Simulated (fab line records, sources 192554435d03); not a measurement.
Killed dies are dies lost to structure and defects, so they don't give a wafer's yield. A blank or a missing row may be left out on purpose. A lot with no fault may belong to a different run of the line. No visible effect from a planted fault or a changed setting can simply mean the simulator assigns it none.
Problem report, 8D (eight disciplines) form, completed by code | flow n5Finfet | the parts of the form that need people (team, actions taken, sign-off) are left out

1. WHAT WENT WRONG
Mean of killedAtOther at N5_PASSIVATION_PROBE_49: 97.8 across 6 wafers in 2 lots; on wafers with no fault it is 3.7 (standard deviation 2.9). That puts it +32 standard deviations away from the usual mean.
First observed at day 16 02:50: wafer L795.3, on prober-01. The record holds 6 wafers of 2 lots with a number at this step. Rule for "out", or "out of limits": more than 4 standard deviations from the usual mean. The other wafers with a number count as sound.

2. WHAT IT IS, AND WHAT IT ISN'T
question                    | is                     | is not
which readings at this step | killedAtOther          | killed_at_M0_to_M3, killed_at_M4_up, killedAtFrontEnd, killedOpen, killedShort
which lots                  | L795, L797             | -
which wafers of those lots  | all that have a number | -
read on which tools         | prober-01              | -
when                        | from day 16 02:50      | up to then (0 sound wafers)

3. THE SUSPECTS, EACH WITH WHAT RULES IT OUT
Counting: a tool at any process step up to the reading remains a suspect when it ran all the lots that are out and ran no sound lot after the first of those.
- wetBench-04 at N5_PASSIVATION_CLEAN_69 (cleans in IPA, time 180 s): kept. It ran every lot that is out, first L795 (day 15 22:55), and no sound lot after that.
- prober-01 at N5_PASSIVATION_PROBE_49: kept. It ran every lot that is out, first L795 (day 16 02:50), and no sound lot after that. Its own killedAtOther readings are out on those wafers.
Left after counting: wetBench-04 at N5_PASSIVATION_CLEAN_69, prober-01 at N5_PASSIVATION_PROBE_49.

4. THE CAUSE (what the simulator had put in)
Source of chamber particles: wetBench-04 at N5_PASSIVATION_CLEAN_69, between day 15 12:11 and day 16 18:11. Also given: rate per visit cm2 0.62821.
After counting, 2 suspects remain, this tool included.

5. THE CHAIN OF EFFECTS, in route order
Rows list readings where the struck wafers' mean (over those with a number) sits beyond 3 standard deviations from the usual. Only readings for which the record gives a usual standard deviation are gone through. hours: the time from each lot's start at the first step in this table that gives one to its start at this step, as a median over the lots. sigmas: the change in usual standard deviations.
hours | step                    | reading             | usual  | on struck wafers | change | sigmas
0     | N5_PASSIVATION_PROBE_49 | defectLimitedYield  | 91.2 % | 84.8             | -6.4   | -4.3
0     | N5_PASSIVATION_PROBE_49 | killedAtOther       | 3.7    | 97.8             | +94.1  | +32
0     | N5_PASSIVATION_PROBE_49 | killedDies          | 104    | 180              | +76    | +4.2
0     | N5_PASSIVATION_PROBE_49 | sort_bin_5_function | 5.2 %  | 9.2              | +4.0   | +4.3
0     | N5_PASSIVATION_PROBE_49 | sortNPass           | 1076   | 1000             | -76    | -4.2
0     | N5_PASSIVATION_PROBE_49 | sortYieldPct        | 91.2 % | 84.8             | -6.4   | -4.3
It contains these process steps:
- N5_PASSIVATION_PROBE_49

6. WHAT WOULD HAVE CAUGHT IT SOONER
15 hours passed between the start of the fault at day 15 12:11 and the first reading out of limits in this record, taken at day 16 02:50.
An alarm limit of 4 standard deviations would not have fired on the tool readings at N5_PASSIVATION_CLEAN_69 for which the record gives a usual standard deviation, since none of them was out on any struck wafer.
L797, from the lots that are out (2), started N5_PASSIVATION_CLEAN_69 on wetBench-04 later than day 16 02:50. Putting the tool on hold at that point would have spared it.
